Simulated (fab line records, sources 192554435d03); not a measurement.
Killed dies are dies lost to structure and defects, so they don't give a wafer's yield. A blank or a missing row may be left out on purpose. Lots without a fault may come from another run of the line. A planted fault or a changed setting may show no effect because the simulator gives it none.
Chamber matching | flow n5_finfet | N5_SDB_HM_OPEN_20 on rie_diel-04: 4 sister chambers
The step chemistry CH3F/O2, target SiNx, stops on poly-Si, target depth 24 nm. 8 wafers are shown with their chamber, then 10 later ones without.

WAFERS WITH THEIR CHAMBER
wafer  | chamber | drypump_motor_current_A (A) | throttle_valve_pct (%)
L080.6 | 3       | 5.8                         | 16.72
L081.3 | 3       | 5.9                         | 16.70
L085.5 | 1       | 6.5                         | 16.54
L087.1 | 2       | 5.5                         | 16.01
L087.5 | 0       | 5.1                         | 16.73
L087.6 | 2       | 5.4                         | 16.02
L091.1 | 0       | 5.1                         | 16.75
L091.2 | 1       | 6.5                         | 16.54

WAFERS WITHOUT THEIR CHAMBER
wafer  | drypump_motor_current_A (A) | throttle_valve_pct (%)
L091.4 | 5.9                         | 16.25
L093.2 | 5.5                         | 16.05
L093.3 | 5.9                         | 16.26
L093.5 | 5.4                         | 16.04
L095.1 | 5.4                         | 16.06
L095.3 | 6.5                         | 16.55
L095.5 | 5.4                         | 16.05
L096.1 | 6.5                         | 16.57
L096.5 | 5.8                         | 16.30
L096.6 | 6.5                         | 16.57

WHICH CHAMBER EACH WENT THROUGH
wafer  | from the rows above     | in truth
L091.4 | 2                       | 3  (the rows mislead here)
L093.2 | 2                       | 2
L093.3 | 2                       | 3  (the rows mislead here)
L093.5 | 2                       | 2
L095.1 | 2                       | 2
L095.3 | 1                       | 1
L095.5 | 2                       | 2
L096.1 | 1                       | 1
L096.5 | can't be placed: 1 or 2 | 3
L096.6 | 1                       | 1
Placed correctly: 7 of 10. Can't be placed from these rows: 1 (the true chamber is among the candidates in 0). Placed wrongly: 2.
How it was worked out, from the rows above alone: a wafer's distance from a chamber is the root of the sum, over the readings, of the square of ((its reading less the chamber's mean) divided by the reading's scatter). The wafer belongs to the nearest chamber; if the next one is less than 2 further off, it can't be placed. A chamber's mean is the mean of its shown wafers. The scatter: the root of (the sum of the squares of (reading less its chamber's mean) over the shown wafers, divided by (wafers less chambers)).
